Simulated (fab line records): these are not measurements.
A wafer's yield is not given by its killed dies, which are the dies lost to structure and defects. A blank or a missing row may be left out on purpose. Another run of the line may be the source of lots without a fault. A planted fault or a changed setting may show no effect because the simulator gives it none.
fab line records + flow n5_finfet
[record]
- lots = 12
- wafers = 36
- last_day = 17
route steps=1938 shown BEOL_M10@1522 BEOL_M11@1540 PASSIVATION@1936
lots with no fault: from the same line, run without faults
start_h: the number of hours between the record's first day and the start of the first shown wafer of the lot + wait_h: hours elapsed since this lot's preceding step + " same as the row above + L1.1+2: a single row standing in for several wafers + - no value present, or no start provided + * or withheld: withheld + < > ~ a bound
route shown NAME@n: NAME is a module with steps in the file, n the number in the route of the first one + usual: the fault-free wafers' mean and standard deviation + same: alike in all rows + chamber/n: place in a boat + sites: each site's reading + _std_site: their standard deviation + _edge_site: outer sites' mean less inner sites' + radius_mm: for every site, how far away it sits from the centre of the wafer + mask NAME#n: copy n + behind: the most recent tool/chamber to have shaped the wafer + hold: what put the lot on hold/how long, in hours/how the hold closed + device: names the non-switching transistor (n, p or np) + end of line: at the end of the route, the tests of the same wafers + a step given without rows: its recipe and nothing more + killed: not the wafer's yield, but the dies lost to structure and defects at the first sort + map: the dies of a wafer, with x for killed, . for not killed, _ for no die there
set.NAME: the setting that was run; set.NAME@STEP: the one run at that earlier step + model.NAME: the simulator's own value behind a step, which no gauge read
route steps across a sampled set of lots; one table per step, one row per wafer
services: a tool's chamber out of use, with start hour (start_h, from the record's first day; less than 0 if before it), hours out, and reason
[[steps]]
[step N5_BEOL_M10_DEGAS_44]
[recipe]
- ambient = vacuum
- temp_c = 250
- time_s = 60
[usual]
- heater_power_w = 323/27
[same]
- time_s = 60
| lot.wafer | tool           | chamber | start_h | wait_h | heater_power_w |
|-----------|----------------|---------|---------|--------|----------------|
| L848.1    | pvd_sputter-01 | -       | 199.15  | 1.9    | 323            |
| L848.3    | "              | -       | "       | "      | 315            |
| L848.5    | "              | -       | "       | "      | 314            |
| L852.1    | pvd_sputter-02 | -       | 236.74  | 0.6    | 347            |
| L852.2    | "              | -       | "       | "      | 342            |
| L852.3    | "              | -       | "       | "      | 324            |
| L849.3    | pvd_sputter-01 | -       | 241.53  | 0.4    | 322            |
| L849.5    | "              | -       | "       | "      | 347            |
| L849.6    | "              | -       | "       | "      | 323            |
| L854.1    | pvd_sputter-03 | -       | 253.21  | 0.3    | 291            |
| L854.2    | "              | -       | "       | "      | 319            |
| L854.6    | "              | -       | "       | "      | 287            |
| L853.2    | pvd_sputter-01 | -       | 259.00  | 0.3    | 268            |
| L853.3    | "              | -       | "       | "      | 317            |
| L853.5    | "              | -       | "       | "      | 343            |
| L857.1    | pvd_sputter-03 | -       | 281.85  | 0.9    | 345            |
| L857.3    | "              | -       | "       | "      | 287            |
| L857.5    | "              | -       | "       | "      | 287            |
| L858.1    | pvd_sputter-02 | -       | 285.15  | 2.0    | 339            |
| L858.3    | "              | -       | "       | "      | 340            |
| L858.5    | "              | -       | "       | "      | 348            |
| L859.2    | pvd_sputter-01 | -       | 288.64  | 0.9    | 359            |
| L859.4    | "              | -       | "       | "      | 325            |
| L859.5    | "              | -       | "       | "      | 265            |
| L860.2    | pvd_sputter-01 | -       | 299.00  | 0.2    | 267            |
| L860.4    | "              | -       | "       | "      | 319            |
| L860.6    | "              | -       | "       | "      | 314            |
| L867.1    | pvd_sputter-01 | -       | 342.45  | 2.9    | 263            |
| L867.2    | "              | -       | "       | "      | 323            |
| L867.5    | "              | -       | "       | "      | 267            |
| L870.1    | pvd_sputter-03 | -       | 356.57  | 0.4    | 344            |
| L870.2    | "              | -       | "       | "      | 314            |
| L870.6    | "              | -       | "       | "      | 343            |
| L871.1    | pvd_sputter-03 | -       | 361.74  | 0.4    | 338            |
| L871.2    | "              | -       | "       | "      | 352            |
| L871.4    | "              | -       | "       | "      | 290            |
[step N5_BEOL_M11_HM_DEP_02]
[recipe]
- material = TiN
- target_thk_a = 200
- temp_c = 25
- chamber_pressure_pa = 0.49996
[usual]
- throttle_valve_pct = 29.7/1.1
| lot.wafer | tool           | chamber | start_h | wait_h | throttle_valve_pct |
|-----------|----------------|---------|---------|--------|--------------------|
| L848.1    | pvd_sputter-01 | -       | 203.27  | 1.5    | 30.9               |
| L848.3    | "              | -       | "       | "      | 30.1               |
| L848.5    | "              | -       | "       | "      | 30.9               |
| L852.1    | pvd_sputter-01 | -       | 240.43  | 0.9    | 30.8               |
| L852.2    | "              | -       | "       | "      | 28.9               |
| L852.3    | "              | -       | "       | "      | 30.8               |
| L849.3    | pvd_sputter-02 | -       | 247.17  | 1.5    | 29.2               |
| L849.5    | "              | -       | "       | "      | 28.3               |
| L849.6    | "              | -       | "       | "      | 29.9               |
| L854.1    | pvd_sputter-02 | -       | 258.52  | 1.4    | 28.2               |
| L854.2    | "              | -       | "       | "      | 28.8               |
| L854.6    | "              | -       | "       | "      | 30.5               |
| L853.2    | pvd_sputter-02 | -       | 261.99  | 0.6    | 30.2               |
| L853.3    | "              | -       | "       | "      | 28.8               |
| L853.5    | "              | -       | "       | "      | 28.5               |
| L857.1    | pvd_sputter-01 | -       | 285.38  | 1.1    | 31.0               |
| L857.3    | "              | -       | "       | "      | 31.2               |
| L857.5    | "              | -       | "       | "      | 28.6               |
| L858.1    | pvd_sputter-02 | -       | 288.91  | 1.4    | 29.1               |
| L858.3    | "              | -       | "       | "      | 28.5               |
| L858.5    | "              | -       | "       | "      | 30.5               |
| L859.2    | pvd_sputter-03 | -       | 293.04  | 2.0    | 31.5               |
| L859.4    | "              | -       | "       | "      | 27.7               |
| L859.5    | "              | -       | "       | "      | 28.0               |
| L860.2    | pvd_sputter-01 | -       | 302.09  | 0.6    | 31.0               |
| L860.4    | "              | -       | "       | "      | 30.0               |
| L860.6    | "              | -       | "       | "      | 30.9               |
| L867.1    | pvd_sputter-01 | -       | 346.42  | 0.6    | 28.7               |
| L867.2    | "              | -       | "       | "      | 30.9               |
| L867.5    | "              | -       | "       | "      | 30.1               |
| L870.1    | pvd_sputter-02 | -       | 361.38  | 2.1    | 30.1               |
| L870.2    | "              | -       | "       | "      | 29.0               |
| L870.6    | "              | -       | "       | "      | 28.3               |
| L871.1    | pvd_sputter-01 | -       | 366.44  | 0.7    | 30.9               |
| L871.2    | "              | -       | "       | "      | 29.7               |
| L871.4    | "              | -       | "       | "      | 30.8               |
[step N5_BEOL_M11_COAT_59]
[recipe]
- resist = SOC
- temp_c = 250
- time_s = 60
- spin_rpm = 1500
- resist_thk_nm = 100
[usual]
- dispense_pressure_kPa = 45.0/2.6
- resist_line_temp_C = 22.99/0.11
- spin_speed_rpm = 1500.0/0.97
[same]
- time_s = 60
| lot.wafer | tool           | chamber | start_h | wait_h | dispense_pressure_kPa | resist_line_temp_C | spin_speed_rpm |
|-----------|----------------|---------|---------|--------|-----------------------|--------------------|----------------|
| L848.1    | litho_track-01 | 0       | 203.40  | 0.1    | 47.8                  | 23.04              | 1501.3         |
| L848.3    | "              | 0       | "       | "      | 47.8                  | 23.12              | 1500.7         |
| L848.5    | "              | 0       | "       | "      | 47.8                  | 23.19              | 1500.2         |
| L852.1    | litho_track-02 | 0       | 240.56  | 0.1    | 41.4                  | 22.95              | 1501.0         |
| L852.2    | "              | 0       | "       | "      | 41.4                  | 22.90              | 1499.7         |
| L852.3    | "              | 0       | "       | "      | 41.5                  | 22.97              | 1498.3         |
| L849.3    | litho_track-05 | 0       | 247.29  | 0.1    | 43.4                  | 22.95              | 1498.7         |
| L849.5    | "              | 0       | "       | "      | 43.4                  | 22.95              | 1499.9         |
| L849.6    | "              | 0       | "       | "      | 43.4                  | 22.88              | 1500.2         |
| L854.1    | litho_track-01 | 0       | 258.65  | 0.1    | 47.8                  | 23.07              | 1500.0         |
| L854.2    | "              | 0       | "       | "      | 47.8                  | 22.96              | 1501.1         |
| L854.6    | "              | 0       | "       | "      | 47.7                  | 23.07              | 1499.0         |
| L853.2    | litho_track-05 | 0       | 262.11  | 0.1    | 43.4                  | 22.79              | 1500.5         |
| L853.3    | "              | 0       | "       | "      | 43.4                  | 22.86              | 1502.7         |
| L853.5    | "              | 0       | "       | "      | 43.4                  | 22.94              | 1501.3         |
| L857.1    | litho_track-05 | 0       | 285.50  | 0.1    | 43.4                  | 22.98              | 1499.9         |
| L857.3    | "              | 0       | "       | "      | 43.4                  | 22.97              | 1499.8         |
| L857.5    | "              | 0       | "       | "      | 43.4                  | 22.82              | 1501.7         |
| L858.1    | litho_track-01 | 0       | 289.04  | 0.1    | 47.8                  | 22.99              | 1500.6         |
| L858.3    | "              | 0       | "       | "      | 47.8                  | 22.90              | 1500.4         |
| L858.5    | "              | 0       | "       | "      | 47.8                  | 23.04              | 1498.6         |
| L859.2    | litho_track-05 | 0       | 293.17  | 0.1    | 43.4                  | 23.02              | 1501.0         |
| L859.4    | "              | 0       | "       | "      | 43.4                  | 23.13              | 1498.4         |
| L859.5    | "              | 0       | "       | "      | 43.4                  | 23.05              | 1499.0         |
| L860.2    | litho_track-01 | 0       | 302.21  | 0.1    | 47.8                  | 23.06              | 1498.8         |
| L860.4    | "              | 0       | "       | "      | 47.8                  | 22.85              | 1500.1         |
| L860.6    | "              | 0       | "       | "      | 47.8                  | 22.83              | 1498.4         |
| L867.1    | litho_track-01 | 0       | 346.55  | 0.1    | 47.8                  | 22.89              | 1427.2         |
| L867.2    | "              | 0       | "       | "      | 47.8                  | 23.03              | 1427.6         |
| L867.5    | "              | 0       | "       | "      | 47.8                  | 23.10              | 1428.0         |
| L870.1    | litho_track-01 | 0       | 361.50  | 0.1    | 47.8                  | 23.03              | 1428.9         |
| L870.2    | "              | 0       | "       | "      | 47.8                  | 23.20              | 1428.1         |
| L870.6    | "              | 0       | "       | "      | 47.8                  | 23.21              | 1428.4         |
| L871.1    | litho_track-05 | 0       | 366.57  | 0.1    | 43.4                  | 22.98              | 1499.9         |
| L871.2    | "              | 0       | "       | "      | 43.4                  | 22.80              | 1498.8         |
| L871.4    | "              | 0       | "       | "      | 43.4                  | 22.91              | 1500.6         |
[step N5_BEOL_M11_OVL_MEAS_12]
[recipe]
- points_per_wafer = 44
[usual]
- M11_OVL = 0.0/0.78
| lot.wafer | tool       | chamber | start_h | wait_h | M11_OVL[nm] |
|-----------|------------|---------|---------|--------|-------------|
| L848.1    | overlay-01 | 0       | 203.86  | 0.0    | 1.1         |
| L848.3    | "          | 0       | "       | "      | -0.5        |
| L848.5    | "          | 0       | "       | "      | 0.4         |
| L852.1    | overlay-01 | 0       | 240.96  | 0.0    | -0.5        |
| L852.2    | "          | 0       | "       | "      | 0.7         |
| L852.3    | "          | 0       | "       | "      | 0.9         |
| L849.3    | overlay-01 | 0       | 247.57  | 0.0    | 0.9         |
| L849.5    | "          | 0       | "       | "      | -0.5        |
| L849.6    | "          | 0       | "       | "      | -0.2        |
| L854.1    | overlay-01 | 0       | 259.05  | 0.0    | -1.1        |
| L854.2    | "          | 0       | "       | "      | -0.4        |
| L854.6    | "          | 0       | "       | "      | 0.0         |
| L853.2    | overlay-01 | 0       | 262.51  | 0.0    | 0.8         |
| L853.3    | "          | 0       | "       | "      | -0.1        |
| L853.5    | "          | 0       | "       | "      | 0.1         |
| L857.1    | overlay-02 | 0       | 285.93  | 0.0    | 0.8         |
| L857.3    | "          | 0       | "       | "      | -0.6        |
| L857.5    | "          | 0       | "       | "      | 0.4         |
| L858.1    | overlay-01 | 0       | 289.44  | 0.0    | -0.4        |
| L858.3    | "          | 0       | "       | "      | -0.1        |
| L858.5    | "          | 0       | "       | "      | 1.0         |
| L859.2    | overlay-01 | 0       | 293.44  | 0.0    | 0.0         |
| L859.4    | "          | 0       | "       | "      | 0.3         |
| L859.5    | "          | 0       | "       | "      | -1.4        |
| L860.2    | overlay-01 | 0       | 302.49  | 0.0    | 1.3         |
| L860.4    | "          | 0       | "       | "      | 1.4         |
| L860.6    | "          | 0       | "       | "      | 1.3         |
| L867.1    | overlay-02 | 0       | 347.01  | 0.0    | -1.8        |
| L867.2    | "          | 0       | "       | "      | -1.2        |
| L867.5    | "          | 0       | "       | "      | 0.3         |
| L870.1    | overlay-02 | 0       | 361.90  | 0.0    | 0.9         |
| L870.2    | "          | 0       | "       | "      | 0.0         |
| L870.6    | "          | 0       | "       | "      | 0.7         |
| L871.1    | overlay-02 | 0       | 366.85  | 0.0    | -0.5        |
| L871.2    | "          | 0       | "       | "      | -1.2        |
| L871.4    | "          | 0       | "       | "      | -0.8        |
[step N5_PASSIVATION_PROBE_49]
[usual]
- defect_limited_yield = 91.2/1.5
- killed_at_M0_to_M3 = 35/11
- killed_at_M4_up = 13/5.6
- killed_at_contacts = 13/6.3
- killed_at_front_end = 38/12
- killed_at_other = 3.7/2.9
- killed_dies = 104/18
- killed_on_rim = 14/3.8
- killed_open = 69/13
- killed_short = 34/8.3
- sort_bin_5_function = 5.2/0.95
- sort_bin_6_memory = 3.3/0.68
- sort_n_pass = 1076/18
- sort_yield_pct = 91.2/1.5
[same]
- gross_dies = 1180
- killed_at_back_side = 0
- sort_bin_4_leakage[%] = 0
- sort_bin_8_speed[%] = 0
| lot.wafer | tool      | chamber | start_h | wait_h | defect_limited_yield[%] | killed_at_M0_to_M3 | killed_at_M4_up | killed_at_contacts | killed_at_front_end | killed_at_other | killed_dies | killed_on_rim | killed_open | killed_short | sort_bin_5_function[%] | sort_bin_6_memory[%] | sort_n_pass | sort_yield_pct[%] |
|-----------|-----------|---------|---------|--------|-------------------------|--------------------|-----------------|--------------------|---------------------|-----------------|-------------|---------------|-------------|--------------|------------------------|----------------------|-------------|-------------------|
| L853.2    | prober-01 | -       | 311.56  | 0.1    | 92.3                    | 29                 | 16              | 9                  | 33                  | 4               | 91          | 18            | 62          | 26           | 4.3                    | 3.1                  | 1089        | 92.3              |
| L853.3    | prober-01 | -       | 311.61  | 0.1    | 91.8                    | 33                 | 12              | 21                 | 29                  | 2               | 97          | 11            | 63          | 31           | 5.0                    | 3.1                  | 1083        | 91.8              |
| L853.5    | prober-01 | -       | 311.71  | 0.2    | 93.6                    | 41                 | 7               | 17                 | 10                  | 1               | 76          | 15            | 49          | 23           | 3.5                    | 2.7                  | 1104        | 93.6              |
| L867.1    | prober-01 | -       | 393.56  | 0.0    | 90.4                    | 52                 | 11              | 7                  | 38                  | 5               | 113         | 14            | 70          | 43           | 5.7                    | 3.6                  | 1067        | 90.4              |
| L867.5    | prober-01 | -       | 393.76  | 0.2    | 89.2                    | 61                 | 16              | 9                  | 35                  | 6               | 127         | 17            | 90          | 37           | 5.8                    | 4.7                  | 1053        | 89.2              |
| L871.1    | prober-01 | -       | 411.86  | 0.0    | 92.0                    | 20                 | 18              | 17                 | 34                  | 5               | 94          | 12            | 62          | 32           | 4.3                    | 3.3                  | 1086        | 92.0              |
| L871.2    | prober-01 | -       | 411.91  | 0.1    | 91.5                    | 28                 | 15              | 15                 | 39                  | 3               | 100         | 15            | 68          | 31           | 4.7                    | 3.4                  | 1080        | 91.5              |
| L871.4    | prober-01 | -       | 412.01  | 0.2    | 92.3                    | 18                 | 15              | 17                 | 32                  | 9               | 91          | 13            | 63          | 28           | 4.7                    | 2.8                  | 1089        | 92.3              |
// killed by level:class
L853.2 FIN_SAQP:geometric_particle:open=9 BEOL_M1:geometric_particle:open=7 BEOL_M4:geometric_particle:open=7 MOL_CONTACT_COAG:geometric_particle:open=6 BEOL_M0_SAQP:geometric_particle:open=6 STI_FIN_REVEAL:geometric_particle:open=5 BEOL_M0_SAQP:geometric_particle:short=5 FIN_SAQP:geometric_particle:short=4
L853.3 MOL_CONTACT_COAG:geometric_particle:open=16 BEOL_M0_SAQP:geometric_particle:short=11 BEOL_M0_SAQP:geometric_particle:open=8 STI_FIN_REVEAL:geometric_particle:open=7 FIN_SAQP:geometric_particle:open=5 MOL_CONTACT_COAG:geometric_particle:short=5 GATE_CUT:geometric_particle:short=4 BEOL_M1:geometric_particle:open=4
L853.5 MOL_CONTACT_COAG:geometric_particle:open=13 BEOL_M0_SAQP:geometric_particle:open=11 BEOL_M0_SAQP:geometric_particle:short=10 BEOL_M3:geometric_particle:open=8 BEOL_M1:geometric_particle:open=4 MOL_CONTACT_COAG:geometric_particle:short=3 BEOL_M2:geometric_particle:open=3 FIN_SAQP:geometric_particle:short=2
L867.1 BEOL_M0_SAQP:geometric_particle:short=15 STI_FIN_REVEAL:geometric_particle:open=10 BEOL_M3:geometric_particle:open=10 BEOL_M2:geometric_particle:open=8 MOL_CONTACT_COAG:geometric_particle:open=7 BEOL_M1:geometric_particle:open=7 BEOL_M0_SAQP:geometric_particle:open=6 GATE_CUT:geometric_particle:short=6
L867.5 BEOL_M3:geometric_particle:open=12 BEOL_M1:geometric_particle:open=11 STI_FIN_REVEAL:geometric_particle:open=10 BEOL_M0_SAQP:geometric_particle:open=10 BEOL_M2:geometric_particle:open=10 MOL_CONTACT_COAG:geometric_particle:open=9 BEOL_M0_SAQP:geometric_particle:short=9 FIN_SAQP:geometric_particle:short=5
L871.1 STI_FIN_REVEAL:geometric_particle:open=15 MOL_CONTACT_COAG:geometric_particle:open=13 BEOL_M4:geometric_particle:open=6 GATE_CUT:geometric_particle:short=5 BEOL_M2:geometric_particle:open=5 MOL_CONTACT_COAG:geometric_particle:short=4 BEOL_M2:geometric_particle:short=4 BEOL_M3:geometric_particle:open=4
L871.2 FIN_SAQP:geometric_particle:short=17 BEOL_M2:geometric_particle:open=13 FIN_SAQP:geometric_particle:open=11 MOL_CONTACT_COAG:geometric_particle:open=10 BEOL_M0_SAQP:geometric_particle:open=6 BEOL_M4:geometric_particle:open=5 MOL_CONTACT_COAG:geometric_particle:short=4 BEOL_M0_SAQP:geometric_particle:short=4
L871.4 MOL_CONTACT_COAG:geometric_particle:open=15 BEOL_M2:geometric_particle:open=11 STI_FIN_REVEAL:geometric_particle:open=7 BEOL_M4:geometric_particle:open=7 FIN_SAQP:geometric_particle:short=6 FIN_SAQP:geometric_particle:open=6 GATE_CUT:geometric_particle:short=5 BEOL_M0_SAQP:geometric_particle:short=5
[[services]]
| tool           | chamber | start_h | hours | kind   |
|----------------|---------|---------|-------|--------|
| pvd_sputter-03 | -       | 340.21  | 4.5   | repair |
[[key]]
[first_sign]
- step = N5_BEOL_M11_COAT_59
- reading = spin_speed_rpm
- direction = down
- sigmas = 75
- usual = *
- struck = *
effect none on later readings
met_at N5_BEOL_M11_COAT_59
struck_lots L867,L870
not_acting_at N5_BEOL_M10_DEGAS_44,N5_BEOL_M11_HM_DEP_02,N5_BEOL_M11_OVL_MEAS_12
onset_between 302.21 346.55
[fault]
- kind = process_parameter_drift
- tool = litho_track-01
- chamber = -
- onset_h = 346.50
- steps = N5_BEOL_M11_COAT_59
- channel = spin_rpm
- offset = *
- shape = step
- end_h = 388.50
- acts_in = *
- stated = *
